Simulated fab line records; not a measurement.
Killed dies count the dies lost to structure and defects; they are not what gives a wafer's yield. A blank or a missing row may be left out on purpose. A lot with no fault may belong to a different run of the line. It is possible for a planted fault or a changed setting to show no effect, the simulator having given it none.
fab line records ; flow n5-finfet
record lots=4; wafers=11; last-day=17
route steps=1938 shown BEOL_M12@1647 BEOL_M13@1659
lots that met no fault: from a run of the same line without faults
start-h: hours from the record's first day to the start of the lot's first wafer shown ; wait-h: hours elapsed since this lot's preceding step ; " repeats the value in the row above ; L1.1+2: a row that stands for several wafers ; - no value, or no start given ; * or withheld: withheld ; < > ~ a bound
route shown NAME@n: names a module that has steps shown in the file, with the first one's number in the route ; usual: mean/standard deviation taken from wafers without a fault ; same: alike in all rows ; chamber/n: place in a boat ; sites: each site's reading ; _std_site: the standard deviation of these ; _edge_site: inner sites' mean taken away from outer sites' mean ; radius-mm: for every site, how far away it sits from the centre of the wafer ; mask NAME#n: copy n ; behind: the last tool/chamber to shape the wafer ; hold: cause of the lot's hold/its duration in hours/its outcome ; device: transistor that didn't switch, given as n, p or np ; end of line: the tests these same wafers got at the end of their route ; step lacking rows: just its recipe ; killed: not the wafer's yield, but the dies lost to structure and defects at the first sort ; map: the dies of a wafer, with x for killed, . for not killed, _ for no die there
set.NAME: the setting as run; set.NAME@STEP: as run at that earlier step ; model.NAME: the simulator's own value behind a step, which no gauge read
certain route steps with their lots: each step a table, each wafer a row
services: the hour from which a tool's chamber was out of use, counted from the record's first day as start-h (under 0 if before that day), plus the number of hours and why
## steps
# step N5_BEOL_M12_PRE_CLEAN_42
# recipe gas=H2/He; time-s=30; temp-c=250
# step N5_BEOL_M12_SPUTTER_43
# recipe material=TaN; target-thk-a=150; temp-c=50; bias-v=168.6; power-w=15000; chamber-pressure-pa=0.12; time-s=24.19
# step N5_BEOL_M12_SPUTTER_44
# recipe material=Ta; target-thk-a=100; temp-c=50; bias-v=80; power-w=15000; chamber-pressure-pa=0.07; time-s=16.13
# step N5_BEOL_M12_SPUTTER_45
# recipe material=Cu; target-thk-a=800; temp-c=-20; bias-v=60; power-w=26000; chamber-pressure-pa=0.13; time-s=13.33
# step N5_BEOL_M12_ECD_47
# recipe material=Cu; target-thk-a=7200
# step N5_BEOL_M12_ANNEAL_48
# recipe temp-c=225; time-s=90; ambient=N2
# step N5_BEOL_M12_CMP_49
# recipe stop-on=SiOC; t-overpolish-s=20.6; down-force-psi=1; platen-rpm=50; clearing-platen-down-force-psi=1.5; clearing-platen-rpm=50; post-cmp-clean=cu-alkaline; target-thk-nm=320; clearing-platen-pad-velocity-m-s=0.99484; pad-velocity-m-s=0.99484
# step N5_BEOL_M12_PRE_CLEAN_52
# recipe gas=NH3; time-s=15; temp-c=withheld; rf-power-w=300
# step N5_BEOL_M12_DEP_53
# recipe material=SiCN; target-thk-a=300; temp-c=withheld; precursor=3MS/NH3; pressure-torr=3; rf-w=675; time-s=10.5
# step N5_BEOL_M13_ILD_DEP_00
# recipe material=SiOC; target-thk-a=8379.2; temp-c=350; precursor=DEMS/O2; pressure-torr=5; rf-w=500; time-s=166.4
# usual heater-power-w=440/46; showerhead-plenum-p-Torr=5.693/0.014; throttle-valve-pct=12.5/0.61
lot.wafer;tool;chamber;start-h;wait-h;heater-power-w;showerhead-plenum-p-Torr;throttle-valve-pct;model.SiOC_of_BEOL_M13_ILD_DEP_00.thk-nm
L684.1;pecvd-02;1;220.79;0.0;471;5.704;13.4;822.4
L684.2;pecvd-02;0;220.79;0.0;444;5.665;12.9;829.4
L684.3;pecvd-02;2;220.79;0.0;451;5.676;12.2;822.4
L697.4;pecvd-02;1;306.54;0.1;368;5.712;13.4;769.8
L697.5;pecvd-02;2;306.54;0.1;381;5.685;12.2;838.8
L699.2;pecvd-02;2;326.61;0.0;465;5.692;12.2;840.8
L699.4;pecvd-02;0;326.61;0.0;418;5.685;12.7;778.4
L699.5;pecvd-02;1;326.61;0.0;407;5.697;13.2;846.2
L704.2;pecvd-04;1;368.05;0.0;536;5.684;12.6;846
L704.3;pecvd-04;2;368.05;0.0;428;5.702;11.2;836.2
L704.5;pecvd-04;0;368.05;0.0;421;5.718;12.7;844.8
# step N5_BEOL_M13_THK_MEAS_01
# recipe reads=SiOC_of_BEOL_M13_ILD_DEP_00
# usual M13_ILD_THK=839/11
lot.wafer;tool;chamber;start-h;wait-h;M13_ILD_THK[nm]
L684.1;film-metro-01;-;220.94;0.1;822
L684.2;film-metro-01;-;220.94;0.1;829
L684.3;film-metro-01;-;220.94;0.1;822
L697.4;film-metro-01;-;306.63;0.0;770
L697.5;film-metro-01;-;306.63;0.0;838
L699.2;film-metro-02;-;326.76;0.1;841
L699.4;film-metro-02;-;326.76;0.1;779
L699.5;film-metro-02;-;326.76;0.1;846
L704.2;film-metro-01;-;368.20;0.1;846
L704.3;film-metro-01;-;368.20;0.1;836
L704.5;film-metro-01;-;368.20;0.1;845
# step N5_BEOL_M13_COAT_58
# recipe resist=BARC; temp-c=205; time-s=60; spin-rpm=1500; resist-thk-nm=89
# step N5_BEOL_M13_COAT_04
# recipe spin-rpm=1625; resist-thk-nm=400
# step N5_BEOL_M13_EBR_06
# recipe solvent=PGMEA; ebr-width-mm=1.5
# step N5_BEOL_M13_SOFTBAKE_05
# recipe temp-c=130; time-s=60
# step N5_BEOL_M13_EXPOSE_07
# recipe mask-id=V12; na=0.93; source-shape=conventional; sigma-outer=0.6; polarization=unpolarized; attpsm-phase-deg=180; dose-mj=24.8
# step N5_BEOL_M13_PEB_08
# recipe peb-temp-c=130; peb-time-s=90
# step N5_BEOL_M13_DEVELOP_09
# recipe develop-time-s=45; rinse-liquid=diw; dry=air-spin; dev-temp-c=21
# step N5_BEOL_M13_HARDBAKE_14
# recipe temp-c=130; time-s=120
# step N5_BEOL_M13_DESCUM_15
# recipe chemistry=O2; time-s=7.9; source-power-w=50; bias-power-w=20; pressure-mtorr=20; rf-frequency-hz=2.712e+07; temp-c=40; o2-flow-sccm=225
# step N5_BEOL_M13_ETCH_59
# recipe chemistry=N2/H2; target=BARC; target-depth-a=890; overetch-a=267; time-s=67.9; ion-energy-ev=200; pressure-mtorr=30; source-w=840; bias-w=150; n2-flow-sccm=200; h2-flow-sccm=200
# step N5_BEOL_M13_VIA_ETCH_16
# recipe chemistry=C4F8/O2/Ar; target=SiOC; pressure-mtorr=30; source-w=3000; bias-w=700; Ar_flow_sccm=400; C4F8_flow_sccm=15; O2_flow_sccm=8; he-inner-torr=15; he-outer-torr=30; target-depth-a=9217; time-s=withheld; ion-energy-ev=250; ends=cleared
# usual drypump-motor-current-A=5.7/0.48; oes-product-au=0.71/0.075; rf-vpp-V=664.2/2.8; showerhead-plenum-p-Torr=3.36/0.099; throttle-valve-pct=24.06/0.2
lot.wafer;tool;chamber;start-h;wait-h;drypump-motor-current-A;oes-product-au;rf-vpp-V;showerhead-plenum-p-Torr;throttle-valve-pct;model.etch.depth-nm;model.coat_of_BEOL_M13_COAT_04.thk-nm
L684.1;rie-diel-06;3;222.18;0.0;5.9;0.74;662.5;3.33;23.95;822.4;73.8
L684.2;rie-diel-06;2;222.18;0.0;5.7;0.61;665.0;3.37;23.91;829.5;74
L684.3;rie-diel-06;0;222.18;0.0;5.8;0.83;664.1;3.35;23.89;822.3;74.2
L697.4;rie-diel-01;3;307.21;0.1;4.7;0.71;662.5;3.28;23.93;769.8;92.4
L697.5;rie-diel-01;0;307.21;0.1;5.7;0.64;668.6;3.54;24.48;838.8;71.8
L699.2;rie-diel-01;1;327.44;0.0;5.8;0.64;660.8;3.25;23.85;840.9;68.6
L699.4;rie-diel-01;2;327.44;0.0;4.9;0.69;663.4;3.30;23.98;778.4;88
L699.5;rie-diel-01;3;327.44;0.0;4.7;0.70;662.0;3.28;23.93;846.3;68.8
L704.2;rie-diel-01;2;368.68;0.0;5.0;0.69;661.1;3.30;23.99;846;67
L704.3;rie-diel-01;0;368.68;0.0;5.7;0.63;668.2;3.53;24.51;836.3;71.6
L704.5;rie-diel-01;1;368.68;0.0;5.8;0.63;660.4;3.25;23.89;844.8;68.4
# step N5_BEOL_M13_STRIP_63
# recipe chemistry=N2/H2; power-w=1000; temp-c=250; h2-frac=0.65; overash-fraction=0.3; pressure-mtorr=1000; n2-flow-sccm=1750; h2-flow-sccm=3250
# usual drypump-motor-current-A=5.63/0.23; heater-power-w=348/27; oes-product-au=0.673/0.0047; strip-time-to-endpoint-s=27.7/1
lot.wafer;tool;chamber;start-h;wait-h;drypump-motor-current-A;heater-power-w;oes-product-au;rf-hours-counter-h;strip-time-to-endpoint-s
L684.1;plasma-asher-02;0;222.42;-;5.23;397;0.674;60;28.8
L684.2;plasma-asher-02;1;222.42;-;5.73;314;0.674;60;28.8
L684.3;plasma-asher-02;1;222.42;-;5.71;308;0.678;-;28.9
L697.4;plasma-asher-01;0;307.36;-;5.82;362;0.685;-;34.1
L697.5;plasma-asher-01;0;307.36;-;5.83;352;0.669;-;28.2
L699.2;plasma-asher-01;1;327.68;-;5.73;338;0.669;144;27.3
L699.4;plasma-asher-01;0;327.68;-;5.83;349;0.680;-;32.9
L699.5;plasma-asher-01;1;327.68;-;5.75;342;0.678;-;27.3
L704.2;plasma-asher-02;0;368.92;-;5.24;392;0.675;87;26.7
L704.3;plasma-asher-02;0;368.92;-;5.23;386;0.671;-;28.2
L704.5;plasma-asher-02;0;368.92;-;5.24;376;0.672;-;27.2
# step N5_BEOL_M13_STRIP_64
# recipe chemistry=N2/H2; power-w=1000; temp-c=250; h2-frac=0.65; overash-fraction=0.3; pressure-mtorr=withheld; n2-flow-sccm=1750; h2-flow-sccm=3250
# step N5_BEOL_M13_STRIP_71
# recipe chemistry=post-etch-residue-remover; time-s=60; temp-c=25; remover-ph=withheld; remover-water-wt-pct=withheld; remover-fluoride-wt-pct=withheld
# step N5_BEOL_M13_SRD_72
# recipe time-s=30; temp-c=23; rinse-liquid=diw; dry=n2-spin; spin-rpm=1500; dry-time-s=30
# step N5_BEOL_M13_COAT_65
# recipe resist=SOC; temp-c=250; time-s=60; spin-rpm=1500; resist-thk-nm=350
# step N5_BEOL_M13_COAT_66
# recipe resist=SiARC; temp-c=220; time-s=60; spin-rpm=1500; resist-thk-nm=110
# step N5_BEOL_M13_COAT_22
# recipe spin-rpm=2888; resist-thk-nm=300
# step N5_BEOL_M13_EBR_24
# recipe solvent=PGMEA; ebr-width-mm=1.5
# step N5_BEOL_M13_SOFTBAKE_23
# recipe temp-c=130; time-s=60
# step N5_BEOL_M13_EXPOSE_25
# recipe mask-id=M13; na=0.93; source-shape=conventional; sigma-outer=0.4; polarization=unpolarized; target-cd-nm=210; dose-mj=22
# step N5_BEOL_M13_PEB_26
# recipe peb-temp-c=130; peb-time-s=90
# step N5_BEOL_M13_DEVELOP_27
# recipe develop-time-s=45; rinse-liquid=diw; dry=air-spin; dev-temp-c=21
# step N5_BEOL_M13_HARDBAKE_32
# recipe temp-c=130; time-s=120
# step N5_BEOL_M13_CMP_49
# recipe stop-on=SiOC; t-overpolish-s=17.1; down-force-psi=1; platen-rpm=50; clearing-platen-down-force-psi=1.5; clearing-platen-rpm=50; post-cmp-clean=cu-alkaline; target-thk-nm=420; clearing-platen-pad-velocity-m-s=0.99484; pad-velocity-m-s=0.99484
# usual edge-zone-pressure-frac=1.000/0.0049; head-pressure-psi=1.0000/0.0018; motor-current-A=6.2/0.61
lot.wafer;tool;chamber;start-h;wait-h;edge-zone-pressure-frac;head-pressure-psi;motor-current-A;model.SiOC_of_BEOL_M13_ILD_DEP_00.thk-nm
L684.2;cmp-04;3;226.27;0.2;0.992;1.0011;5.1;772.4
L684.3;cmp-04;0;226.27;0.2;1.006;1.0017;7.7;763.2
L684.1;cmp-04;1;226.27;0.2;0.995;0.9990;6.3;764.4
L697.4;cmp-03;3;315.15;0.2;1.006;0.9963;6.8;711.6
L697.5;cmp-03;0;315.15;0.2;1.002;0.9972;6.3;780.8
L699.2;cmp-02;2;332.72;0.2;1.000;0.9991;5.9;782
L699.4;cmp-02;1;332.72;0.2;0.994;1.0014;6.5;719.8
L699.5;cmp-02;3;332.72;0.2;1.003;0.9964;5.8;787.4
L704.3;cmp-04;2;374.63;0.2;0.994;0.9973;6.1;777.8
L704.2;cmp-04;0;374.63;0.2;0.998;1.0012;8.0;787.8
L704.5;cmp-04;2;374.63;0.2;0.991;0.9990;6.2;786.2
## services
tool;chamber;start-h;hours;kind
cmp-02;-;202.10;0.9;repair
cmp-04;-;202.11;4.0;pm
cmp-04;-;207.42;3.5;pm
cmp-02;-;213.47;1.6;repair
cmp-02;-;225.03;1.2;repair
rie-diel-01;-;231.04;0.4;repair
pecvd-04;-;249.40;0.3;repair
cmp-02;-;253.86;1.7;repair
cmp-02;-;263.48;4.0;pm
pecvd-02;-;274.24;0.2;repair
pecvd-02;-;274.66;5.5;pm
rie-diel-06;-;276.05;14.6;pm
cmp-02;-;282.39;0.8;repair
pecvd-04;-;292.55;1.2;repair
plasma-asher-02;-;298.53;11.6;pm
cmp-04;-;299.89;2.2;repair
rie-diel-06;2;307.59;1.2;repair
plasma-asher-02;-;320.96;0.4;repair
rie-diel-06;2;335.32;3.3;repair
cmp-04;-;341.87;7.1;pm
pecvd-02;2;349.91;6.0;repair
cmp-04;-;349.96;3.6;repair
plasma-asher-01;-;368.04;14.6;pm
cmp-02;-;373.27;5.7;pm
## key
first-sign step=N5_BEOL_M13_THK_MEAS_01; reading=M13_ILD_THK; direction=down; sigmas=6.2; usual=839; struck=774
effect step=N5_BEOL_M13_STRIP_63; reading=strip-time-to-endpoint-s; direction=up; sigmas=5.5; usual=*; struck=*
model-effect step=N5_BEOL_M13_ILD_DEP_00; value=SiOC_of_BEOL_M13_ILD_DEP_00.thk-nm; without=842.9; struck=774.1
model-effect step=N5_BEOL_M13_VIA_ETCH_16; value=etch.depth-nm; without=842.9; struck=774.1
model-effect step=N5_BEOL_M13_CMP_49; value=SiOC_of_BEOL_M13_ILD_DEP_00.thk-nm; without=784.5; struck=715.7
met-at N5_BEOL_M13_ILD_DEP_00
struck-wafers L697.4,L699.4
onset-between 220.79 306.54
fault kind=process-parameter-drift; tool=pecvd-02; chamber=-; onset-h=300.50; steps=N5_BEOL_M13_ILD_DEP_00; channel=target-thk-a; offset=*; shape=step; end-h=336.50; scope=struck-wafers-only; acts-in=*; stated=*
